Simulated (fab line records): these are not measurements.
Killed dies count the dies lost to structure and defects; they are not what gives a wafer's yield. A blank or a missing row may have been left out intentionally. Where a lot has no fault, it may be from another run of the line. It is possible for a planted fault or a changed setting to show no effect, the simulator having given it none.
Matching of chambers :: flow n5Finfet :: rieDiel-01 running N5_BEOL_M4_DESCUM_16: 4 sister chambers
The step chemistry O2, time 7 s. 8 wafers are shown with their chamber, then 12 later ones without.

WAFERS PAIRED WITH THEIR CHAMBERS
wafer: L083.5
chamber: 0
showerheadPlenumPTorr (Torr): 2.15
drypumpMotorCurrentA (A): 6.5

wafer: L084.4
chamber: 2
showerheadPlenumPTorr (Torr): 2.22
drypumpMotorCurrentA (A): 5.1

wafer: L084.5
chamber: 3
showerheadPlenumPTorr (Torr): 2.13
drypumpMotorCurrentA (A): 5.7

wafer: L087.1
chamber: 3
showerheadPlenumPTorr (Torr): 2.12
drypumpMotorCurrentA (A): 5.6

wafer: L087.5
chamber: 1
showerheadPlenumPTorr (Torr): 1.99
drypumpMotorCurrentA (A): 5.7

wafer: L089.3
chamber: 1
showerheadPlenumPTorr (Torr): 1.99
drypumpMotorCurrentA (A): 5.8

wafer: L089.4
chamber: 2
showerheadPlenumPTorr (Torr): 2.21
drypumpMotorCurrentA (A): 5.0

wafer: L089.6
chamber: 0
showerheadPlenumPTorr (Torr): 2.15
drypumpMotorCurrentA (A): 6.5

WAFERS WITH NO CHAMBER GIVEN
wafer: L090.4
showerheadPlenumPTorr (Torr): 2.15
drypumpMotorCurrentA (A): 6.5

wafer: L090.5
showerheadPlenumPTorr (Torr): 2.12
drypumpMotorCurrentA (A): 5.6

wafer: L090.6
showerheadPlenumPTorr (Torr): 2.21
drypumpMotorCurrentA (A): 5.0

wafer: L091.2
showerheadPlenumPTorr (Torr): 2.12
drypumpMotorCurrentA (A): 5.7

wafer: L091.3
showerheadPlenumPTorr (Torr): 2.21
drypumpMotorCurrentA (A): 5.0

wafer: L091.5
showerheadPlenumPTorr (Torr): 2.21
drypumpMotorCurrentA (A): 5.0

wafer: L094.2
showerheadPlenumPTorr (Torr): 2.21
drypumpMotorCurrentA (A): 5.1

wafer: L094.4
showerheadPlenumPTorr (Torr): 2.12
drypumpMotorCurrentA (A): 5.7

wafer: L094.6
showerheadPlenumPTorr (Torr): 2.14
drypumpMotorCurrentA (A): 6.5

wafer: L097.2
showerheadPlenumPTorr (Torr): 2.14
drypumpMotorCurrentA (A): 6.5

wafer: L097.3
showerheadPlenumPTorr (Torr): 2.12
drypumpMotorCurrentA (A): 5.7

wafer: L097.4
showerheadPlenumPTorr (Torr): 2.20
drypumpMotorCurrentA (A): 5.0

THE CHAMBER EACH PASSED THROUGH
wafer: L090.4
from the rows above: 0
in truth: 0

wafer: L090.5
from the rows above: 3
in truth: 3

wafer: L090.6
from the rows above: 2
in truth: 2

wafer: L091.2
from the rows above: 3
in truth: 3

wafer: L091.3
from the rows above: 2
in truth: 2

wafer: L091.5
from the rows above: 2
in truth: 2

wafer: L094.2
from the rows above: 2
in truth: 2

wafer: L094.4
from the rows above: 3
in truth: 3

wafer: L094.6
from the rows above: 0
in truth: 0

wafer: L097.2
from the rows above: 0
in truth: 0

wafer: L097.3
from the rows above: 3
in truth: 3

wafer: L097.4
from the rows above: 2
in truth: 2
12 of 12 placed correctly. Not placeable from these rows: 0. Wrongly placed: 0.
How it was worked out, from the rows above alone: a wafer's distance from a chamber is the root of the sum, over the readings, of the square of ((its reading less the chamber's mean) divided by the reading's scatter). If the next closest chamber is less than 2 further off than the closest, the wafer can't be placed; otherwise it belongs to the closest. The mean given for a chamber averages the wafers shown for that chamber. How the scatter is found: for the shown wafers, subtract from each reading the mean of its chamber, square and add these, divide the total by (wafers less chambers), then take the root.
